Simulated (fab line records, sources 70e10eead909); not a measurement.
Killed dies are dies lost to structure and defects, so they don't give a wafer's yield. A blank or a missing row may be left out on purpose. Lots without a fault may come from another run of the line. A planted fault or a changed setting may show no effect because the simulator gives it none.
Chamber matching | flow nand_harc | NHARC_A_CHANNEL_HOLE_D2_ETCH_34 on rie_diel-12: 4 sister chambers
The step etches the open film in CF4/CHF3, target depth 154 nm, time 77 s. 8 wafers are shown with their chamber, then 8 later ones without.

WAFERS WITH THEIR CHAMBER
wafer  | chamber | drypump_motor_current_A (A) | rf_vpp_V (V)
L890.5 | 3       | 6.3                         | 367.1
L894.5 | 1       | 5.2                         | 374.1
L895.1 | 0       | 5.4                         | 370.1
L895.6 | 2       | 5.2                         | 371.2
L896.3 | 3       | 6.3                         | 366.8
L896.5 | 2       | 5.3                         | 372.6
L896.6 | 1       | 5.2                         | 373.7
L897.1 | 0       | 5.4                         | 370.1

WAFERS WITHOUT THEIR CHAMBER
wafer  | drypump_motor_current_A (A) | rf_vpp_V (V)
L897.2 | 5.3                         | 372.9
L897.3 | 5.2                         | 371.7
L898.1 | 5.4                         | 369.0
L898.2 | 6.3                         | 370.4
L898.6 | 5.4                         | 369.6
L906.1 | 5.4                         | 372.1
L906.3 | 5.2                         | 373.1
L906.4 | 6.2                         | 369.4

WHICH CHAMBER EACH WENT THROUGH
wafer  | from the rows above     | in truth
L897.2 | can't be placed: 2 or 1 | 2
L897.3 | 2                       | 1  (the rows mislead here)
L898.1 | 0                       | 0
L898.2 | 3                       | 3
L898.6 | 0                       | 0
L906.1 | can't be placed: 0 or 2 | 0
L906.3 | can't be placed: 1 or 2 | 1
L906.4 | 3                       | 3
Placed correctly: 4 of 8. Can't be placed from these rows: 3 (the true chamber is among the candidates in 3). Placed wrongly: 1.
How it was worked out, from the rows above alone: a wafer's distance from a chamber is the root of the sum, over the readings, of the square of ((its reading less the chamber's mean) divided by the reading's scatter). The wafer belongs to the nearest chamber; if the next one is less than 2 further off, it can't be placed. A chamber's mean is the mean of its shown wafers. The scatter: the root of (the sum of the squares of (reading less its chamber's mean) over the shown wafers, divided by (wafers less chambers)).
